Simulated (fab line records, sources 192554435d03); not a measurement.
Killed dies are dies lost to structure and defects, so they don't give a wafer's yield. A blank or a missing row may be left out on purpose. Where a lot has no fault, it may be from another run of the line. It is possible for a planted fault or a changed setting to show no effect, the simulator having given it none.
One fault seen from 2 desks | flow n5 finfet | every desk sees just its own numbers, and what lay behind them comes last

## THE TOOL OWNER'S DESK: ald metal-03
The tool's own readings at N5_HKMG_FIN_NWFM_ALD_20 (deposits TiAlC, target thk 2 nm, pulse time 3 s, purge time 2 s): means of the sampled wafers that have a number, for each lot that ran on this tool. If a lot's mean is further than 4 standard deviations from the usual mean, the lot is out of limits and carries the mark OUT (the distance appears in the brackets).
Columns: A = heater power w at N5_HKMG_FIN_NWFM_ALD_20, usual 487 W; B = precursor pulse height rel at N5_HKMG_FIN_NWFM_ALD_20, usual 0.997
lot  | first seen here | A   | B
L589 | day 4 08:34     | 493 | 1.007
L599 | day 7 04:04     | 473 | 1.027
L602 | day 7 14:58     | 512 | 1.010
This desk's finding: nothing out of limits on any of the 3 lots.

## METROLOGY DESK
What the gauges read for every lot (on any tool): the sampled wafers with a number, averaged. If a lot's mean is further than 4 standard deviations from the usual mean, the lot is out of limits and carries the mark OUT (the distance appears in the brackets). It has 15 readings, of which 7 appear: the earliest out of limits, and the ones furthest out on some lot.
Columns: A = IOFF_N_LIN at N5_BEOL_M4_RC_MEAS_101, usual 0.077 nA/um; B = IOFF_N_LONG at N5_BEOL_M4_RC_MEAS_101, usual 5.63e-05 nA/um; C = IOFF_P at N5_BEOL_M4_RC_MEAS_101, usual 0.22 nA/um; D = ION_N at N5_BEOL_M4_RC_MEAS_101, usual 674 uA/um; E = VT_N at N5_BEOL_M4_RC_MEAS_101, usual 249 mV; F = VT_N_LONG at N5_BEOL_M4_RC_MEAS_101, usual 274.5 mV; G = VT_N_LVT at N5_BEOL_M4_RC_MEAS_101, usual 98 mV
lot  | first seen here | A     | B                   | C    | D   | E              | F                | G
L589 | day 8 01:59     | 0.064 | 5.68e-05            | 0.18 | 668 | 253            | 275.0            | 99
L599 | day 11 08:46    | 0.054 | 4.16e-05 (-5.7) OUT | 0.29 | 650 | 262 (+4.1) OUT | 290.1 (+8.2) OUT | 109
L602 | day 11 09:58    | 0.054 | 4.53e-05 (-4.2) OUT | 0.20 | 650 | 260            | 287.5 (+6.9) OUT | 109
L607 | day 12 15:07    | 0.073 | 6.24e-05            | 0.24 | 668 | 248            | 272.6            | 101
This desk reports L599, L602 out of limits; the earliest was L599 at day 11 08:46 (IOFF_N_LONG at N5_BEOL_M4_RC_MEAS_101). Within limits: L589, L607.

## BROUGHT TOGETHER
At day 11 08:46 the metrology desk could have sounded an alarm, on L599, L602.
The desk of the tool owner found nothing out of limits.
On record at the tool owner's desk: L599, L602, within its limits.
The lots listed all ran N5_HKMG_FIN_NWFM_ALD_20 on ald metal-03.

## WHAT WAS PUT IN BY THE SIMULATOR
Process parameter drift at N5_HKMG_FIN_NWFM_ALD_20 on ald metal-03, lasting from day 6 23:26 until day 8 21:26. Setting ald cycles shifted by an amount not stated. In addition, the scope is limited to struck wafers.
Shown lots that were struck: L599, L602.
Delay in hours, fault start to first out-of-limits reading, per desk: metrology desk 105.
